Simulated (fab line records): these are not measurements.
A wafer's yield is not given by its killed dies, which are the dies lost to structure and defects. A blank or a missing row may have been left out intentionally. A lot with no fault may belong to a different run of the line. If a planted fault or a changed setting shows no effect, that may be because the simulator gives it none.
Chamber matching    flow n5 finfet    N5_BEOL_M6_DEP_56 on pecvd-02: 3 sister chambers
The step deposits SiCN from 3MS/NH3, target thk 10 nm, time 17.5 s. 18 wafers are shown with their chamber, then 9 later ones without.

== WAFERS WITH THEIR CHAMBER ==
wafer   chamber  showerhead plenum p Torr (Torr)  throttle valve pct (%)
L074.1  0        3.675                            9.4
L074.4  2        3.668                            8.8
L074.6  0        3.663                            9.4
L075.2  2        3.657                            8.6
L075.3  1        3.668                            8.9
L075.6  0        3.665                            9.2
L078.2  2        3.660                            9.0
L078.3  2        3.659                            8.9
L078.5  2        3.662                            8.5
L077.2  1        3.675                            8.7
L077.4  2        3.663                            8.7
L077.6  1        3.665                            9.1
L086.1  0        3.664                            8.6
L086.3  1        3.670                            9.2
L086.6  1        3.664                            8.7
L091.2  1        3.677                            8.9
L091.3  0        3.667                            8.6
L091.5  1        3.684                            8.8

SIGNATURES, as means of the wafers listed above
reading                   chamber 0  chamber 1  chamber 2  scatter within a chamber
showerhead plenum p Torr  3.66680    3.67186    3.66150    0.00564
throttle valve pct        9.040      8.900      8.750      0.267
Rule: a wafer's distance from a chamber is the root of the sum, over the readings, of the square of ((its reading less the chamber's mean) divided by the reading's scatter). The wafer belongs to the nearest chamber; if the next one is less than 2 further off, it can't be placed. The scatter: the root of (the sum of the squares of (reading less its chamber's mean) over the shown wafers, divided by (wafers less chambers)).

== WAFERS WITH NO CHAMBER GIVEN ==
wafer   showerhead plenum p Torr (Torr)  throttle valve pct (%)
L089.1  3.668                            8.6
L089.4  3.683                            8.6
L089.6  3.676                            8.9
L094.2  3.663                            8.9
L094.3  3.675                            9.0
L094.6  3.669                            8.8
L096.4  3.658                            8.9
L096.5  3.656                            8.6
L096.6  3.679                            8.8

== CHAMBER TAKEN BY EACH ==
wafer   from the rows above           in truth
L089.1  can't be placed: 2 or 1 or 0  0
L089.4  can't be placed: 1 or 0 or 2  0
L089.6  can't be placed: 1 or 0 or 2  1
L094.2  can't be placed: 2 or 0 or 1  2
L094.3  can't be placed: 1 or 0 or 2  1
L094.6  can't be placed: 1 or 0 or 2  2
L096.4  can't be placed: 2 or 0 or 1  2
L096.5  can't be placed: 2 or 0 or 1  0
L096.6  can't be placed: 1 or 0 or 2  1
0 of 9 placed correctly. Can't be placed from these rows: 9 (the true chamber is among the candidates in 9). Wrongly placed: 0.
